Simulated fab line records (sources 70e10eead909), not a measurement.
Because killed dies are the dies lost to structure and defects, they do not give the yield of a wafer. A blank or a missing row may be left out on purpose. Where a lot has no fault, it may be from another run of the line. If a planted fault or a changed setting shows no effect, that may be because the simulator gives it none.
Which tool was responsible? | flow nand-harc | at 1 step of a route of 1302, 11 lots with 33 wafers sampled

WHAT EACH GAUGE READ, for each wafer
NHARC_A_ONON_D2_THK_MEAS_21: measures by ellipsometry.
lot  | measured     | on            | thk-nm (nm)
L240 | day 12 19:41 | film-metro-01 | 1006 1003 1004
L241 | day 13 10:12 | film-metro-01 | 1004 1004 1004
L243 | day 13 18:09 | film-metro-02 | 1002 1001 1002
L247 | day 15 20:47 | film-metro-02 | 1004 1001 1003
L246 | day 15 20:48 | film-metro-01 | 1005 1006 1006
L248 | day 16 10:44 | film-metro-01 | 1005 1007 1003
L252 | day 17 13:53 | film-metro-01 | 991 991 993
L253 | day 18 12:12 | film-metro-01 | 1011 1011 1010
L254 | day 19 02:58 | film-metro-02 | 994 994 992
L258 | day 20 14:53 | film-metro-01 | 1000 998 999
L259 | day 21 10:35 | film-metro-01 | 1005 1006 1006

TOOL THAT RAN EACH LOT (tool first, then ch and the chambers of the sampled wafers, then the start)
There is no process step in the record ahead of these readings.

THE ANSWER, worked out from the rows above alone
Rule: what is usual is taken from the lots themselves. The widest of any qualifying gaps counts: lots, ordered by their means at a reading, are off when they make up no more than a third of the lots, leave a main group of 4 or more, and stand apart from it by 3 or more times the standard deviation of that group's means. Not used: any main group whose means are identical at the precision the tables above print for the reading. A lot without any number at a reading at which 4 lots or more have one is off too. Any other lot the step has rows for is counted as sound.
Across all readings shown, no lot is off: no conclusion can be drawn from this.

WHAT THE SIMULATOR HAD INSERTED
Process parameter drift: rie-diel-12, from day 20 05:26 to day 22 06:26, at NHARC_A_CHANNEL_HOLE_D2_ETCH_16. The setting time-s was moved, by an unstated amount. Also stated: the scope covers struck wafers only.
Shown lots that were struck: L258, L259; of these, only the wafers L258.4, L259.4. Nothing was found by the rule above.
